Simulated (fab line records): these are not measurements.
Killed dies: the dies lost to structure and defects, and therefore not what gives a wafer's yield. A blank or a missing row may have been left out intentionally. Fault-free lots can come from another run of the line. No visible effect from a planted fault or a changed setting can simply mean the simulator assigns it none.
Chamber matching | flow nand_harc | 3 sister chambers for NHARC_P_M1_DEP_33 on pecvd-02
The step deposits SiCN, target thk 30 nm. 14 wafers are shown with their chamber, then 7 later ones without.

WAFERS, EACH WITH ITS CHAMBER
wafer  | chamber | heater_power_w (W) | susceptor_temp_C (C)
L279.2 | 0       | 576                | 369.78
L279.3 | 1       | 488                | 370.18
L279.4 | 0       | 562                | 370.04
L281.2 | 0       | 542                | 369.98
L281.3 | 2       | 669                | 370.10
L281.6 | 0       | 545                | 369.86
L282.1 | 2       | 684                | 369.80
L282.3 | 0       | 498                | 370.44
L282.5 | 0       | 522                | 370.25
L286.1 | 0       | 576                | 370.07
L286.4 | 0       | 579                | 369.86
L286.5 | 1       | 505                | 369.86
L287.1 | 1       | 535                | 370.00
L287.2 | 2       | 639                | 369.79

SIGNATURES, as means of the wafers listed above
reading          | chamber 0 | chamber 1 | chamber 2 | scatter within a chamber
heater_power_w   | 550.00    | 509.33    | 664.00    | 27.1
susceptor_temp_C | 370.0350  | 370.0133  | 369.8967  | 0.203
Rule: a wafer's distance from a chamber is the root of the sum, over the readings, of the square of ((its reading less the chamber's mean) divided by the reading's scatter). The wafer belongs to the nearest chamber; if the next one is less than 2 further off, it can't be placed. How the scatter is found: for the shown wafers, subtract from each reading the mean of its chamber, square and add these, divide the total by (wafers less chambers), then take the root.

WAFERS WHOSE CHAMBER IS MISSING
wafer  | heater_power_w (W) | susceptor_temp_C (C)
L287.6 | 516                | 369.85
L289.2 | 555                | 369.86
L289.3 | 574                | 369.89
L289.6 | 699                | 370.08
L298.4 | 479                | 369.98
L298.5 | 555                | 369.51
L298.6 | 709                | 370.01

CHAMBER TAKEN BY EACH
wafer  | from the rows above          | in truth
L287.6 | can't be placed: 1 or 0      | 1
L289.2 | can't be placed: 0 or 1      | 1
L289.3 | can't be placed: 0 or 1      | 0
L289.6 | 2                            | 2
L298.4 | can't be placed: 1 or 0      | 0
L298.5 | can't be placed: 0 or 1 or 2 | 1
L298.6 | 2                            | 2
Placed correctly: 2 of 7. These rows do not allow placing 5 (true chamber among the candidates in 5). Placed wrongly: 0.
